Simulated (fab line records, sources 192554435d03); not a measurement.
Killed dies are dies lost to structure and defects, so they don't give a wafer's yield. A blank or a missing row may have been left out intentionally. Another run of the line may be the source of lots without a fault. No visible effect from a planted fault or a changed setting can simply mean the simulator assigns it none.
Chamber matching + flow n5-finfet + 4 sister chambers for N5_SDB_ETCH_18 on rie-diel-01
The step etches SOC in N2/H2, target depth 100 nm, overetch 20 nm, time 150 s. 24 wafers are shown with their chamber, then 12 later ones without.

## WAFERS, EACH WITH ITS CHAMBER
| wafer  | chamber | drypump-motor-current-A (A) | throttle-valve-pct (%) | oes-product-au (a.u.) |
|--------|---------|-----------------------------|------------------------|-----------------------|
| L074.2 | 3       | 5.3                         | 17.45                  | 0.84                  |
| L074.4 | 2       | 5.9                         | 17.46                  | 0.79                  |
| L074.6 | 0       | 5.9                         | 17.57                  | 0.62                  |
| L076.3 | 0       | 5.9                         | 17.62                  | 0.61                  |
| L076.4 | 1       | 5.3                         | 17.87                  | 0.67                  |
| L076.5 | 3       | 5.2                         | 17.45                  | 0.82                  |
| L077.1 | 0       | 5.9                         | 17.60                  | 0.61                  |
| L077.5 | 3       | 5.2                         | 17.45                  | 0.83                  |
| L077.6 | 2       | 5.9                         | 17.48                  | 0.78                  |
| L080.1 | 1       | 5.3                         | 17.89                  | 0.67                  |
| L080.2 | 2       | 6.0                         | 17.48                  | 0.78                  |
| L080.4 | 1       | 5.3                         | 17.87                  | 0.67                  |
| L081.2 | 1       | 5.3                         | 17.90                  | 0.67                  |
| L081.3 | 2       | 5.9                         | 17.50                  | 0.77                  |
| L081.4 | 3       | 5.3                         | 17.44                  | 0.81                  |
| L082.3 | 2       | 5.9                         | 17.48                  | 0.76                  |
| L082.5 | 2       | 5.9                         | 17.49                  | 0.76                  |
| L082.6 | 3       | 5.3                         | 17.46                  | 0.80                  |
| L084.3 | 1       | 5.3                         | 17.88                  | 0.67                  |
| L084.5 | 0       | 5.9                         | 17.23                  | 0.86                  |
| L084.6 | 3       | 5.2                         | 17.48                  | 0.79                  |
| L085.3 | 2       | 5.9                         | 17.50                  | 0.76                  |
| L085.4 | 0       | 5.9                         | 17.23                  | 0.85                  |
| L085.6 | 0       | 5.9                         | 17.24                  | 0.84                  |

SIGNATURES (averages over the wafers above)
| reading                 | chamber 0 | chamber 1 | chamber 2 | chamber 3 | scatter within a chamber |
|-------------------------|-----------|-----------|-----------|-----------|--------------------------|
| drypump-motor-current-A | 5.900     | 5.300     | 5.914     | 5.250     | 0.0343                   |
| throttle-valve-pct      | 17.4150   | 17.8820   | 17.4843   | 17.4550   | 0.101                    |
| oes-product-au          | 0.7317    | 0.6700    | 0.7714    | 0.8150    | 0.0659                   |
Rule: a wafer's distance from a chamber is the root of the sum, over the readings, of the square of ((its reading less the chamber's mean) divided by the reading's scatter). If the next closest chamber is less than 2 further off than the closest, the wafer can't be placed; otherwise it belongs to the closest. The scatter is the square root of a quotient: the sum, over the shown wafers, of each reading's squared deviation from its chamber's mean, divided by wafers minus chambers.

## WAFERS WITH NO CHAMBER GIVEN
| wafer  | drypump-motor-current-A (A) | throttle-valve-pct (%) | oes-product-au (a.u.) |
|--------|-----------------------------|------------------------|-----------------------|
| L087.1 | 5.3                         | 17.48                  | 0.78                  |
| L087.2 | 5.3                         | 17.91                  | 0.66                  |
| L087.5 | 5.3                         | 17.90                  | 0.66                  |
| L088.1 | 5.3                         | 17.49                  | 0.79                  |
| L088.3 | 6.0                         | 17.51                  | 0.75                  |
| L088.6 | 5.9                         | 17.25                  | 0.83                  |
| L089.2 | 5.3                         | 17.91                  | 0.65                  |
| L089.3 | 5.9                         | 17.26                  | 0.82                  |
| L089.5 | 5.9                         | 17.53                  | 0.75                  |
| L096.1 | 5.9                         | 17.29                  | 0.79                  |
| L096.2 | 5.9                         | 17.55                  | 0.73                  |
| L096.4 | 5.9                         | 17.55                  | 0.73                  |

## THE CHAMBER EACH PASSED THROUGH
| wafer  | from the rows above     | in truth |
|--------|-------------------------|----------|
| L087.1 | 3                       | 3        |
| L087.2 | 1                       | 1        |
| L087.5 | 1                       | 1        |
| L088.1 | 3                       | 3        |
| L088.3 | can't be placed: 2 or 0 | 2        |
| L088.6 | can't be placed: 0 or 2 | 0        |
| L089.2 | 1                       | 1        |
| L089.3 | can't be placed: 0 or 2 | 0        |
| L089.5 | can't be placed: 2 or 0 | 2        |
| L096.1 | can't be placed: 0 or 2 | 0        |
| L096.2 | can't be placed: 2 or 0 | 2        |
| L096.4 | can't be placed: 2 or 0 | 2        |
5 of 12 placed correctly. From these rows, 7 cannot be placed; in 7 the true chamber is one of the candidates. Placed wrongly: 0.
